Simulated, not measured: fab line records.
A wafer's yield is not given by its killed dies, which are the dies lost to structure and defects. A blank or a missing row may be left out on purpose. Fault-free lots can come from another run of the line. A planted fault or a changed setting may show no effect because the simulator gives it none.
Comparing a struck lot with a sound one	flow n5-finfet	25 steps out of a route of 1938
Sound: the wafers L959.2, L959.3, L959.5. Struck: wafer L967.1 (left out: L967.5, a lot-mate that was not struck); the cause follows at the end.
Each step with rows lists, per side, the tool, then ch with its chambers, then its first start. Under that, the readings that differ: sound wafers	struck wafers	difference of the means	sigmas: that difference in standard deviations of wafers without a fault.
alike: readings whose means differ by less than 2 such deviations, and words and numbers that are the same on both sides. not compared: withheld readings, readings that some wafer has no value for, bounds like >300 that may hide the same value, and numbers for which the record gives no deviation and whose values overlap.
The two part at a step that has a row with sigmas, a row that says differs or no value, or rows on one side only. Numbers that have no deviation but don't overlap get no sigmas and don't part them. A reading missing from all wafers of one side parts the sides only when that side holds two or more wafers.

first, 2 steps without rows for these wafers: N5_DUMMY_REMOVAL_SRD_05 (time 30 s); N5_HKMG_FIN_IL_REGROW_00 (material SiO2, chemistry O3, target thk 0.75 nm, time 30 s).
N5_HKMG_FIN_HK_ALD_01: deposits HfO2, target thk 1.6 nm, pulse time 3 s, purge time 3 s.
  sound on ald-hk-02 ch 0,2,3, day 6 16:02; struck on ald-hk-03 ch 1, day 8 01:14
  alike: precursor-pulse-height-rel
N5_HKMG_FIN_HK_ANNEAL_02: time 30 s.
  sound on rtp-anneal-01 ch 0, day 6 16:22; struck on rtp-anneal-01 ch 0, day 8 01:30
  alike: lamp-power-pct, lamp_zone_4_pct, wafer_temp_C_max
then, 8 steps without rows for these wafers: N5_HKMG_FIN_ALD_74 (deposits La2O3, target thk 0.5 nm, pulse time 6 s, co reactant pulse time 1 s); N5_HKMG_FIN_ALD_75 (deposits Al2O3, target thk 1 nm, co reactant pulse time 1 s); N5_HKMG_FIN_COAT_41 (time 60 s, resist thk 300 nm); N5_HKMG_FIN_COAT_42 (time 60 s, resist thk 35 nm); N5_HKMG_FIN_COAT_43 (resist thk 90 nm); N5_HKMG_FIN_EBR_45; N5_HKMG_FIN_SOFTBAKE_44 (time 60 s); N5_HKMG_FIN_EXPOSE_46 (exposes mask NDIPOLE).
N5_HKMG_FIN_PEB_47: peb time 60 s.
  sound on litho-track-04 ch 0, day 6 17:02; struck on litho-track-03 ch 0, day 8 02:04
then, 1 step without rows for these wafers: N5_HKMG_FIN_DEVELOP_48 (develop time 30 s).
N5_HKMG_FIN_CD_MEAS_49: the cd target is 202 nm.
  sound on cd-sem-03 ch 0, day 6 17:06; struck on cd-sem-03 ch 0, day 8 02:08
reading	sound	struck	difference	sigmas
cd-nm (nm)	202.8 203.0 201.5	199.5	-2.9	-5
N5_HKMG_FIN_OVL_MEAS_50:
  sound on overlay-02 ch 0, day 6 17:08; struck on overlay-02 ch 0, day 8 02:10
  alike: NDIPOLE_OVL
N5_HKMG_FIN_INSPECT_61: inspects for defects (macro).
  sound: defect-inspect-01 at day 6 17:09; struck: defect-inspect-01 at day 8 02:11
  alike: raw-defect-count
then, 1 step without rows for these wafers: N5_HKMG_FIN_DESCUM_53 (chemistry O2, time 7.9 s).
N5_HKMG_FIN_ETCH_54: etches SiARC in CF4, target depth 45.5 nm, time 75.8 s.
  sound on rie-diel-01 ch 1,2,3, day 6 17:19; struck on rie-diel-06 ch 1, day 8 02:16
reading	sound	struck	difference	sigmas
model.HKMG_FIN.cd-offset-nm (nm)	0.4 0.8 -0.4	-2.4	-2.7	
  alike: bias-w, drypump-motor-current-A, etch-rf-on-time-s, oes-product-au, rf-vpp-V, showerhead-plenum-p-Torr, throttle-valve-pct
  not compared: rf-hours-counter-h
N5_HKMG_FIN_ETCH_55: etches SOC in N2/H2, target depth 240 nm, time 300 s.
  sound on rie-diel-01 ch 1,2,3, day 6 17:23; struck on rie-diel-06 ch 1, day 8 02:19
  alike: bias-w, drypump-motor-current-A, oes-product-au, rf-vpp-V, showerhead-plenum-p-Torr, throttle-valve-pct
  not compared: rf-hours-counter-h
then, 1 step without rows for these wafers: N5_HKMG_FIN_STRIP_56 (strips in N2/H2).
N5_HKMG_FIN_STRIP_57: strips in CF4.
  sound on rie-diel-01 ch 1,2,3, day 6 17:34; struck on rie-diel-06 ch 1, day 8 02:31
  alike: drypump-motor-current-A, oes-product-au, rf-vpp-V, showerhead-plenum-p-Torr, throttle-valve-pct
  not compared: rf-hours-counter-h
N5_HKMG_FIN_ETCH_58: etches SOC in N2/H2, target depth 215.8 nm, time 741 s.
  sound on rie-diel-01 ch 1,2,3, day 6 17:35; struck on rie-diel-06 ch 1, day 8 02:32
reading	sound	struck	difference	sigmas
rf-vpp-V (V)	100.7 99.2 99.0	97.7	-1.9	-2
model.HKMG_FIN.cd-offset-nm (nm)	1.2 1 0	-2.2	-2.9	
  alike: bias-w, drypump-motor-current-A, oes-product-au, showerhead-plenum-p-Torr, throttle-valve-pct
  not compared: rf-hours-counter-h
N5_HKMG_FIN_STRIP_93: strips SOC in N2/H2, time 20 s.
  sound on rie-diel-01 ch 1,2,3, day 6 18:01; struck on rie-diel-06 ch 1, day 8 02:57
  alike: drypump-motor-current-A, oes-product-au, rf-vpp-V, showerhead-plenum-p-Torr, throttle-valve-pct
  not compared: rf-hours-counter-h
-- a jump in the record: the struck wafers' starts before and after are 4 days apart (it breaks off in module HKMG_FIN and resumes in module BEOL_M4, where the first step shown is number 1111 of the route) --
N5_BEOL_M4_RC_MEAS_101:
  sound on prober-01 ch 0, day 11 08:15; struck on prober-02 ch 0, day 12 13:55
  alike: DIBL_N, DIBL_P, IOFF_N, IOFF_P, ION_N, ION_P, SS_N, SS_P, VT_N, VT_P

== WHERE THEY PART ==
Last at N5_HKMG_FIN_ETCH_58 as far as this record goes, first at N5_HKMG_FIN_CD_MEAS_49. Later steps at which nothing parts them and some readings are alike: N5_HKMG_FIN_STRIP_93, N5_BEOL_M4_RC_MEAS_101.

WHY: what had been put in by the simulator
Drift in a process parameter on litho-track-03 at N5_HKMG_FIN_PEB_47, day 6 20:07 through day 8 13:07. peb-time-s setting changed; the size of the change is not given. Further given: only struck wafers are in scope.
